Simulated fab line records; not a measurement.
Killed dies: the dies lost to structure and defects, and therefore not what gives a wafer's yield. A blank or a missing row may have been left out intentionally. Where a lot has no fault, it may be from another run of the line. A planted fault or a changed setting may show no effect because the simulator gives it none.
Chamber matching    flow n5_finfet    rie_si-06 running N5_PMOS_HMC_CHANNEL_EPI_ETCH_38: 4 sister chambers
The step etches SiO2 in CF4, target depth 1.5 nm. 16 wafers are shown with their chamber, then 8 later ones without.

WAFERS PAIRED WITH THEIR CHAMBERS
wafer   chamber  throttle_valve_pct (%)  drypump_motor_current_A (A)  oes_product_au (a.u.)
L074.2  0        22.08                   6.7                          0.988
L074.5  3        22.18                   5.9                          0.993
L074.6  0        22.08                   6.7                          0.992
L078.1  0        22.08                   6.6                          1.003
L078.3  2        21.71                   5.7                          0.981
L078.6  0        22.09                   6.6                          0.986
L079.1  2        21.73                   5.7                          0.975
L079.4  1        21.48                   5.0                          1.004
L079.6  1        21.48                   5.0                          1.014
L081.1  1        21.49                   5.0                          1.010
L081.4  0        22.09                   6.6                          0.998
L081.6  1        21.50                   5.0                          1.017
L087.2  0        22.08                   6.6                          0.996
L087.5  0        22.08                   6.6                          0.992
L087.6  3        22.17                   5.8                          0.995
L089.2  2        21.73                   5.6                          0.981

SIGNATURES (means of the wafers above)
reading                  chamber 0  chamber 1  chamber 2  chamber 3  scatter within a chamber
throttle_valve_pct       22.0829    21.4875    21.7233    22.1750    0.00782
drypump_motor_current_A  6.629      5.000      5.667      5.850      0.0465
oes_product_au           0.99357    1.01125    0.97900    0.99400    0.00523
Rule: a wafer's distance from a chamber is the root of the sum, over the readings, of the square of ((its reading less the chamber's mean) divided by the reading's scatter). If the next closest chamber is less than 2 further off than the closest, the wafer can't be placed; otherwise it belongs to the closest. How the scatter is found: for the shown wafers, subtract from each reading the mean of its chamber, square and add these, divide the total by (wafers less chambers), then take the root.

WAFERS WITHOUT THEIR CHAMBER
wafer   throttle_valve_pct (%)  drypump_motor_current_A (A)  oes_product_au (a.u.)
L089.3  21.50                   5.0                          1.005
L089.6  21.50                   5.0                          1.005
L094.2  21.74                   5.7                          0.987
L094.3  22.19                   5.8                          0.998
L094.4  21.50                   5.0                          0.999
L096.2  22.20                   5.8                          0.994
L096.3  21.73                   5.6                          0.981
L096.6  22.20                   5.8                          0.998

THE CHAMBER EACH PASSED THROUGH
wafer   from the rows above  in truth
L089.3  1                    1
L089.6  1                    1
L094.2  2                    2
L094.3  3                    3
L094.4  1                    1
L096.2  3                    3
L096.3  2                    2
L096.6  3                    3
Correct placement for 8 of the 8. Left unplaced by these rows: 0. Wrongly placed: 0.
